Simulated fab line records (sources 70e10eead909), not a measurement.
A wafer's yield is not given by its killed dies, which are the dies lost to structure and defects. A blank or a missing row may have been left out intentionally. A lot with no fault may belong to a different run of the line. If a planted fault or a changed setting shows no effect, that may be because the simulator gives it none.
A lot that was struck, set against a sound lot	flow nand-harc	15 out of 1302 route steps
Sound: the wafers L223.2, L223.3, L223.6. Struck: wafers L237.1, L237.6. (L237.3 of the same lot was not struck and is left out.) The cause comes at the end.
Per side, at each step with rows, come the tool, then ch with its chambers, and then its first start. Under that, the readings that differ: sound wafers	struck wafers	difference of the means	sigmas: that difference in standard deviations of wafers without a fault.
alike: words and numbers the same on both sides, and readings whose means are apart by under 2 such deviations; not compared: readings that were withheld, readings missing a value for some wafer, numbers with overlapping values and no deviation given by the record, and bounds like >300 which may hide the same value.
Wherever a step has rows on one side only, a row that says differs or no value, or a row with sigmas, the two part there. Numbers that have no deviation but don't overlap get no sigmas and don't part them. A reading missing from all wafers of one side parts the sides only when that side holds two or more wafers.

first, 6 steps without rows for these wafers: NHARC_A_CONTACT_COAT_02 (resist thk 90 nm); NHARC_A_CONTACT_SOFTBAKE_03 (time 55 s); NHARC_A_CONTACT_EBR_04; NHARC_A_CONTACT_EXPOSE_05 (exposes mask A CC); NHARC_A_CONTACT_PEB_06 (peb time 65 s); NHARC_A_CONTACT_DEVELOP_07 (develop time 35 s).
NHARC_A_CONTACT_CD_MEAS_08 targets a cd of 200 nm.
  sound on cd-sem-01 ch 0, day 23 04:52; struck on cd-sem-03 ch 0, day 29 07:58
  alike: cd-nm
NHARC_A_CONTACT_OVL_MEAS_09:
  struck on overlay-02, day 29 08:03; sound on overlay-01, day 23 04:57
  alike: overlay-x-nm, overlay-y-nm
NHARC_A_CONTACT_INSPECT_10:
  struck on defect-inspect-01, day 29 08:05; sound on defect-inspect-02, day 23 04:59
  alike: raw-defect-count
NHARC_A_CONTACT_DESCUM_13: chemistry O2, time 3 s.
  sound on rie-diel-03 ch 0,1,2, day 23 05:02; struck on rie-diel-03 ch 1,2, day 29 08:10
  alike: drypump-motor-current-A, mfc-ar-sccm, oes-product-au, rf-vpp-V, showerhead-plenum-p-Torr, throttle-valve-pct
  not compared: rf-hours-counter-h
NHARC_A_CONTACT_ETCH_88: etches the open film in CF4, target depth 39 nm, time 65 s.
  sound on rie-diel-03 ch 0,1,3, day 23 05:08; struck on rie-diel-03 ch 0,2, day 29 08:14
  alike: drypump-motor-current-A, mfc-ar-sccm, oes-product-au, rf-vpp-V, showerhead-plenum-p-Torr, throttle-valve-pct
  not compared: rf-hours-counter-h
NHARC_A_CONTACT_ETCH_89: etches the open film in N2/H2, target depth 260 nm, time 475.3 s.
  sound on rie-diel-03 ch 1,2,3; struck on rie-diel-03 ch 1,3
  alike: drypump-motor-current-A, mfc-ar-sccm, oes-product-au, rf-vpp-V, showerhead-plenum-p-Torr, throttle-valve-pct
  not compared: rf-hours-counter-h
NHARC_A_CONTACT_ETCH_30: etches the open film in CF4/CHF3, target depth 72.6 nm, time 36.3 s.
  sound on rie-diel-03 ch 0,2,3, day 23 05:34; struck on rie-diel-03 ch 0,2, day 29 08:46
reading	sound	struck	difference	sigmas
oes-product-au (a.u.)	0.930 0.935 0.925	0.793 0.805	-0.131	-9
  alike: drypump-motor-current-A, mfc-ar-sccm, rf-vpp-V, showerhead-plenum-p-Torr, throttle-valve-pct
  not compared: rf-hours-counter-h
NHARC_A_CONTACT_ETCH_31: etches the open film in O2/COS, target depth 2800 nm, time 728 s.
  sound on rie-diel-03 ch 0,1,3; struck on rie-diel-03 ch 1
  alike: drypump-motor-current-A, mfc-ar-sccm, oes-product-au, rf-vpp-V, showerhead-plenum-p-Torr, throttle-valve-pct
  not compared: rf-hours-counter-h
-- the record jumps here: 2 days lie between the struck wafers' starts before and after (it left off in module A_CONTACT and takes up again in module END, whose first step shown is number 1302 of the route) --
NHARC_END_SORT_01:
  only the struck wafers appear in the record here, on prober-02 ch 0 at day 31 09:37; the sound ones have no rows

== WHERE THEY PART ==
At NHARC_A_CONTACT_ETCH_30 first; at NHARC_END_SORT_01 last (within this record only).

WHY: whatever the simulator had introduced
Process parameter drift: rie-diel-03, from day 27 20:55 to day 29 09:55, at NHARC_A_CONTACT_ETCH_30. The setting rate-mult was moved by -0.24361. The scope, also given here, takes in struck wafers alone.
